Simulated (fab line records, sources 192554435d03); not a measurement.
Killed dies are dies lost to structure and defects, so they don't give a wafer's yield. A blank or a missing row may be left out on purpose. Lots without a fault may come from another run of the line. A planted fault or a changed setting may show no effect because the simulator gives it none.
fab line records | flow n5_finfet
record lots=10 wafers=29 last_day=18
route steps=1938 shown PMOS_HMC_CHANNEL_EPI@70 BEOL_M4@1111 MIM_BOT_LITHO@1863 TV_LITHO@1884 PASSIVATION@1936
lots that met no fault: from a run of the same line without faults
start_h: hours from the record's first day to the start of the lot's first wafer shown | wait_h: hours since the lot's step before | " the same as in the row above | L1.1+2: a row that stands for several wafers | - no value, or no start given | * or withheld: withheld | < > ~ a bound
route shown NAME@n: a module of which the file shows steps, and the number in the route of the first | usual: mean/standard deviation of fault-free wafers | same: alike in all rows | chamber/n: place in a boat | sites: the reading at each site | _std_site: their standard deviation | _edge_site: outer sites' mean less inner sites' | radius_mm: how far each site lies from the wafer's centre | mask NAME#n: copy n | behind: the tool/chamber that last shaped the wafer | hold: why the lot was held/for how many hours/how that ended | device: the transistor (n, p or np) that didn't switch | end of line: the same wafers' tests at the end of the route | a step without rows: its recipe alone | killed: dies lost to structure and defects at the first sort, not the wafer's yield | map: a wafer's dies, x killed, . not, _ none there
set.NAME: the setting as run; set.NAME@STEP: as run at that earlier step | model.NAME: the simulator's own value behind a step, which no gauge read
steps of the route over a sample of lots; a table a step, a row a wafer
services: from which hour (start_h, from the record's first day; less than 0 if before it) a tool's chamber was out of use, for how many hours, and why
## steps
# step N5_PMOS_HMC_CHANNEL_EPI_HM_OPEN_15
# recipe chemistry=CHF3/O2 target=SiO2 mask_material=CAR-ArF-block target_depth_a=406 CHF3_flow_sccm=50 O2_flow_sccm=5 Ar_flow_sccm=200 time_s=20.3 pressure_mtorr=30 source_w=650 bias_w=170 ion_energy_ev=200
# usual drypump_motor_current_A=5.9/0.38 oes_f_703_au=0.78/0.1 oes_product_au=0.78/0.099 rf_vpp_V=525/9.8 showerhead_plenum_p_Torr=2.41/0.081 throttle_valve_pct=18.96/0.23
# columns lot.wafer tool chamber start_h wait_h drypump_motor_current_A oes_f_703_au oes_product_au rf_hours_counter_h rf_vpp_V showerhead_plenum_p_Torr throttle_valve_pct
L685.1 rie_diel-02 0 29.85 0.0 6.5 0.73 0.75 173 526 2.31 18.98
L685.3 " 2 " " 5.2 0.66 0.67 242 531 2.47 19.12
L685.6 " 3 " " 5.9 0.70 0.69 - 506 2.48 19.22
L686.1 rie_diel-06 2 36.06 0.0 5.9 0.78 0.78 90 525 2.52 18.48
L686.3 " 3 " " 5.9 0.89 0.90 27 532 2.37 19.20
L686.6 " 2 " " 5.9 0.78 0.78 - 527 2.52 18.49
L687.3 rie_diel-04 1 41.17 0.0 5.7 0.72 0.71 193 513 2.41 19.09
L687.4 " 0 " " 6.3 0.72 0.71 204 535 2.29 19.12
L687.5 " 2 " " 5.4 0.78 0.78 - 544 2.54 19.03
L688.3 rie_diel-02 3 47.47 0.0 5.9 0.70 0.68 246 507 2.48 19.24
L688.4 " 0 " " 6.5 0.73 0.73 179 528 2.31 18.99
L688.6 " 0 " " 6.5 0.72 0.74 - 528 2.31 18.98
L689.1 rie_diel-02 1 53.13 0.0 5.9 0.78 0.80 104 533 2.43 19.04
L689.3 " 1 " " 5.9 0.78 0.79 - 530 2.43 19.04
L689.6 " 3 " " 5.9 0.69 0.69 - 506 2.48 19.25
L690.2 rie_diel-02 0 59.71 0.0 6.5 0.72 0.73 181 527 2.31 18.97
L690.3 " 1 " " 5.9 0.78 0.79 107 530 2.43 19.04
L690.5 " 1 " " 5.9 0.78 0.78 - 530 2.42 19.04
L691.1 rie_diel-02 1 65.12 0.0 5.9 0.77 0.79 110 531 2.42 19.06
L691.2 " 2 " " 5.2 0.65 0.66 252 529 2.47 19.13
L691.4 " 2 " " 5.2 0.66 0.66 - 530 2.47 19.14
L693.1 rie_diel-02 1 77.68 0.0 5.9 0.77 0.77 115 531 2.42 19.06
L693.2 " 3 " " 5.9 1.00 0.96 2 506 2.48 18.78
L693.6 " 3 " " 5.9 1.00 0.98 - 505 2.48 18.79
L698.1 rie_diel-02 2 109.24 0.0 5.2 0.95 0.97 4 530 2.47 18.79
L698.2 " 3 " " 5.9 0.96 0.74 13 506 2.48 18.75
L704.2 rie_diel-06 2 143.59 0.0 5.9 0.75 0.75 123 525 2.51 18.54
L704.3 " 0 " " 5.9 0.94 0.93 18 522 2.47 18.53
L704.4 " 1 " " 5.9 0.70 0.70 240 523 2.27 19.06
# step N5_BEOL_M4_RC_MEAS_101
# usual DIBL_N=37.1/1.8 DIBL_P=37.2/2.1 IOFF_N=0.17/0.033 IOFF_P=0.22/0.037 ION_N=680/11 ION_P=464/7.7 SS_N=71.7/0.63 SS_P=73.6/0.67 VT_N=248.9/2.9 VT_P=-251/3.6
# columns lot.wafer tool chamber start_h wait_h DIBL_N[mV/V] DIBL_P[mV/V] IOFF_N[nA/um] IOFF_P[nA/um] ION_N[uA/um] ION_P[uA/um] SS_N[mV/dec] SS_P[mV/dec] VT_N[mV] VT_P[mV]
L685.1 prober-01 0 187.64 0.0 37.7 39.0 0.21 0.24 684 467 72.2 74.0 244.9 -249
L685.3 " 0 " " 32.4 32.8 0.11 0.15 666 458 70.6 72.1 253.1 -256
L685.6 " 0 " " 36.1 37.3 0.18 0.21 682 465 71.9 73.8 246.9 -250
L686.1 prober-02 0 190.94 0.0 38.7 40.6 0.22 0.26 701 473 72.0 74.6 242.9 -248
L686.3 " 0 " " 35.8 36.7 0.14 0.18 676 455 71.4 73.2 251.4 -256
L686.6 " 0 " " 34.1 33.8 0.12 0.15 667 454 71.0 72.5 251.3 -256
L687.3 prober-02 0 202.24 0.3 36.0 36.5 0.17 0.24 691 468 71.0 73.2 248.1 -247
L687.4 " 0 " " 37.9 39.2 0.21 0.29 684 471 71.7 74.4 245.2 -246
L687.5 " 0 " " 35.0 35.4 0.15 0.21 684 469 70.8 73.2 249.1 -249
L689.1 prober-02 0 211.27 0.0 36.6 35.3 0.14 0.16 663 449 72.0 72.9 253.8 -254
L689.3 " 0 " " 37.9 38.5 0.18 0.22 684 464 72.4 74.1 248.7 -253
L689.6 " 0 " " 38.8 38.1 0.19 0.21 681 463 71.7 74.2 249.6 -253
L690.2 prober-01 0 216.16 0.2 38.2 39.4 0.22 0.31 697 481 72.4 74.2 245.5 -244
L690.3 " 0 " " 38.0 37.8 0.20 0.29 686 479 72.1 73.6 245.1 -243
L690.5 " 0 " " 37.1 36.8 0.18 0.26 680 466 72.2 73.5 246.5 -247
L688.3 prober-02 0 216.44 0.3 37.3 37.8 0.18 0.23 690 467 71.9 74.0 246.8 -249
L688.4 " 0 " " 39.4 38.5 0.21 0.24 693 462 72.3 74.5 245.6 -248
L688.6 " 0 " " 37.5 36.9 0.18 0.22 689 468 71.6 73.8 246.4 -249
L691.1 prober-01 0 219.82 0.0 37.7 37.9 0.15 0.19 665 458 71.3 74.0 251.8 -255
L691.2 " 0 " " 37.6 37.6 0.16 0.18 673 454 71.9 72.9 252.4 -257
L691.4 " 0 " " 34.5 35.4 0.11 0.15 655 452 70.6 73.1 255.9 -258
L693.1 prober-02 0 235.71 0.0 35.7 37.0 0.14 0.18 663 455 72.0 73.9 250.1 -254
L693.2 " 0 " " 38.2 41.7 0.21 0.25 690 469 71.6 75.1 245.4 -252
L693.6 " 0 " " 34.0 35.3 0.13 0.17 665 462 70.7 73.4 251.2 -255
L698.1 prober-02 0 281.74 0.0 35.9 36.3 0.15 0.18 676 457 71.1 73.5 247.3 -255
L704.2 prober-01 0 318.01 0.2 38.4 37.9 0.20 0.24 695 469 72.2 74.3 243.4 -249
L704.3 " 0 " " 37.4 36.2 0.18 0.22 678 461 72.0 73.4 247.8 -251
L704.4 " 0 " " 37.3 35.7 0.17 0.21 666 461 71.5 73.1 249.1 -252
# step N5_MIM_BOT_LITHO_OVL_MEAS_11
# recipe points_per_wafer=44
# usual MIM_BOT_OVL=0/4.8
# columns lot.wafer tool chamber start_h wait_h MIM_BOT_OVL[nm]
L685.1 overlay-02 0 279.41 0.0 7
L685.3 " 0 " " -3
L685.6 " 0 " " 4
L686.1 overlay-02 0 287.75 0.1 5
L686.3 " 0 " " 6
L686.6 " 0 " " 2
L688.3 overlay-01 0 307.96 0.0 -2
L688.4 " 0 " " -10
L688.6 " 0 " " -9
L687.3 overlay-01 0 313.18 0.0 3
L687.4 " 0 " " 0
L687.5 " 0 " " 2
L689.1 overlay-01 0 319.14 0.0 3
L689.3 " 0 " " -2
L689.6 " 0 " " 8
L690.2 overlay-02 0 322.01 0.0 3
L690.3 " 0 " " 0
L690.5 " 0 " " 2
L691.1 overlay-02 0 323.43 0.0 -4
L691.2 " 0 " " 10
L691.4 " 0 " " 6
L693.1 overlay-01 0 328.03 0.0 -7
L693.2 " 0 " " 1
L693.6 " 0 " " -8
L698.1 overlay-01 0 377.70 0.0 -7
L704.2 overlay-01 0 418.50 0.0 -3
L704.3 " 0 " " -1
L704.4 " 0 " " 3
# step N5_PASSIVATION_OVL_MEAS_60
# recipe points_per_wafer=44
# usual TV_OVL=4/5.2
# columns lot.wafer tool chamber start_h wait_h TV_OVL[nm]
L685.1 overlay-01 0 281.77 0.0 3
L685.3 " 0 " " 2
L685.6 " 0 " " 2
L686.1 overlay-02 0 289.30 0.0 6
L686.3 " 0 " " -8
L686.6 " 0 " " 6
L688.3 overlay-01 0 309.69 0.0 -10
L688.4 " 0 " " 7
L688.6 " 0 " " 9
L687.3 overlay-01 0 314.75 0.0 7
L687.4 " 0 " " 2
L687.5 " 0 " " 1
L689.1 overlay-01 0 320.78 0.0 6
L689.3 " 0 " " 11
L689.6 " 0 " " 13
L690.2 overlay-01 0 324.60 0.0 7
L690.3 " 0 " " 7
L690.5 " 0 " " 8
L691.1 overlay-01 0 325.93 0.0 4
L691.2 " 0 " " 4
L691.4 " 0 " " 3
L693.1 overlay-01 0 330.14 0.0 4
L693.2 " 0 " " 7
L693.6 " 0 " " 10
L698.1 overlay-02 0 379.41 0.0 3
L704.2 overlay-02 0 421.54 0.0 3
L704.3 " 0 " " 11
L704.4 " 0 " " 7
# step N5_PASSIVATION_INSPECT_61
# recipe mode=adi inspect_instrument=macro
# usual raw_defect_count=2.2/1.5
# columns lot.wafer tool chamber start_h wait_h raw_defect_count
L685.1 defect_inspect-02 - 281.80 0.0 1
L685.3 " - " " 3
L685.6 " - " " 1
L686.1 defect_inspect-01 - 289.32 0.0 1
L686.3 " - " " 0
L686.6 " - " " 1
L688.3 defect_inspect-02 - 309.72 0.0 4
L688.4 " - " " 5
L688.6 " - " " 4
L687.3 defect_inspect-02 - 314.79 0.0 3
L687.4 " - " " 3
L687.5 " - " " 4
L689.1 defect_inspect-02 - 320.80 0.0 1
L689.3 " - " " 3
L689.6 " - " " 0
L690.2 defect_inspect-02 - 324.62 0.0 1
L690.3 " - " " 2
L690.5 " - " " 2
L691.1 defect_inspect-02 - 325.95 0.0 1
L691.2 " - " " 5
L691.4 " - " " 0
L693.1 defect_inspect-02 - 330.17 0.0 1
L693.2 " - " " 2
L693.6 " - " " 1
L698.1 defect_inspect-02 - 379.43 0.0 5
L704.2 defect_inspect-01 - 421.56 0.0 4
L704.3 " - " " 5
L704.4 " - " " 4
# step N5_PASSIVATION_PROBE_49
# usual defect_limited_yield=91.7/1.5 killed_at_M0_to_M3=32/10 killed_at_M4_up=14/5.3 killed_at_contacts=13/5.7 killed_at_front_end=37/10 killed_at_other=3.3/2.5 killed_dies=98/18 killed_on_rim=13/3.6 killed_open=65/13 killed_short=31/7.5 sort_bin_5_function=4.9/0.91 sort_bin_6_memory=3.1/0.71 sort_n_pass=1082/18 sort_yield_pct=91.7/1.5
# same gross_dies=1180 killed_at_back_side=0 sort_bin_4_leakage[%]=0 sort_bin_8_speed[%]=0
# columns lot.wafer tool chamber start_h wait_h defect_limited_yield[%] killed_at_M0_to_M3 killed_at_M4_up killed_at_contacts killed_at_front_end killed_at_other killed_dies killed_on_rim killed_open killed_short sort_bin_5_function[%] sort_bin_6_memory[%] sort_n_pass sort_yield_pct[%]
L691.1 prober-01 - 332.95 0.0 92.3 32 10 10 39 0 91 14 60 30 4.8 2.5 1089 92.3
L691.2 prober-01 - 333.00 0.1 91.5 31 12 9 48 0 100 18 59 41 5.4 2.7 1080 91.5
L691.4 prober-01 - 333.10 0.2 93.0 27 9 6 39 2 83 10 43 39 3.5 3.3 1097 93.0
L698.1 prober-01 - 386.55 0.0 91.7 34 14 7 40 3 98 12 61 34 5.1 3.1 1082 91.7
L698.2 prober-01 - 386.60 0.1 0 47 18 6 1107 2 1180 152 63 40 95.4 4.3 0 0
# killed by level:class
L691.1 FIN_SAQP:geometric_particle:short=13 BEOL_M3:geometric_particle:open=9 STI_FIN_REVEAL:geometric_particle:open=8 MOL_CONTACT_COAG:geometric_particle:open=8 BEOL_M1:geometric_particle:open=7 FIN_SAQP:geometric_particle:open=5 BEOL_M0_SAQP:geometric_particle:open=4 BEOL_M0_SAQP:geometric_particle:short=4
L691.2 FIN_SAQP:geometric_particle:short=17 STI_FIN_REVEAL:geometric_particle:open=10 BEOL_M0_SAQP:geometric_particle:short=9 FIN_SAQP:geometric_particle:open=8 BEOL_M0_SAQP:geometric_particle:open=8 MOL_CONTACT_COAG:geometric_particle:open=7 BEOL_M2:geometric_particle:open=7 BEOL_M4:geometric_particle:open=5
L691.4 FIN_SAQP:geometric_particle:short=10 STI_FIN_REVEAL:geometric_particle:open=9 MOL_CONTACT_COAG:geometric_particle:open=6 BEOL_M0_SAQP:geometric_particle:short=6 GATE_CUT:geometric_particle:short=4 STARTING-WAFER:geometric_particle:short=4 FIN_SAQP:geometric_particle:open=3 BEOL_M0_SAQP:geometric_particle:open=3
L698.1 FIN_SAQP:geometric_particle:short=11 DUMMY_GATE:geometric_particle:open=9 FIN_SAQP:geometric_particle:open=7 MOL_CONTACT_COAG:geometric_particle:open=5 BEOL_M0_SAQP:geometric_particle:open=5 BEOL_M1:geometric_particle:open=5 BEOL_M2:geometric_particle:open=5 STI_FIN_REVEAL:geometric_particle:open=4
L698.2 PMOS_HMC_CHANNEL_EPI:area_open=1076 BEOL_M0_SAQP:geometric_particle:short=16 BEOL_M0_SAQP:geometric_particle:open=11 BEOL_M1:geometric_particle:open=6 BEOL_M3:geometric_particle:open=6 BEOL_M8:geometric_particle:open=6 FIN_SAQP:geometric_particle:open=5 MOL_CONTACT_COAG:geometric_particle:open=5
## services
# columns tool chamber start_h hours kind
rie_diel-06 - 10.40 2.0 repair
rie_diel-02 0 50.13 6.4 repair
rie_diel-02 2 52.59 7.0 repair
rie_diel-02 3 59.63 - clean
rie_diel-02 3 59.63 - consumable_replace:focus_ring
rie_diel-02 3 59.63 14.3 scheduled_down
rie_diel-02 3 59.63 14.3 vent_cycle
rie_diel-06 0 60.17 - clean
rie_diel-06 0 60.17 - consumable_replace:focus_ring
rie_diel-06 0 60.17 19.7 scheduled_down
rie_diel-06 0 60.17 19.7 vent_cycle
rie_diel-02 2 73.95 - clean
rie_diel-02 2 73.95 - consumable_replace:focus_ring
rie_diel-02 2 73.95 23.0 scheduled_down
rie_diel-02 2 73.95 23.0 vent_cycle
rie_diel-06 - 75.17 0.9 repair
rie_diel-04 2 96.92 132.0 repair
## key
first_sign step=N5_PASSIVATION_PROBE_49 reading=killed_at_front_end direction=up sigmas=99+ usual=37 struck=1107
effect step=N5_PASSIVATION_PROBE_49 reading=sort_bin_5_function direction=up sigmas=99+ usual=4.9 struck=95.4
more_kills_born_at N5_PMOS_HMC_CHANNEL_EPI_HM_OPEN_15@rie_diel-02=1076
met_at N5_PMOS_HMC_CHANNEL_EPI_HM_OPEN_15
struck_lots L698
struck_wafers L698.2
later_rows_left_out L698.2
not_acting_at N5_MIM_BOT_LITHO_OVL_MEAS_11,N5_PASSIVATION_OVL_MEAS_60,N5_PASSIVATION_INSPECT_61
onset_between 77.68 109.24
fault kind=process_parameter_drift tool=rie_diel-02 chamber=- onset_h=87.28 steps=N5_PMOS_HMC_CHANNEL_EPI_HM_OPEN_15 channel=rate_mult offset=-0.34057 shape=step end_h=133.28 scope=struck_wafers_only
# later_rows_left_out: the simulator's readings of these wafers behind a module that went badly wrong aren't trusted and aren't shown, but for the sort
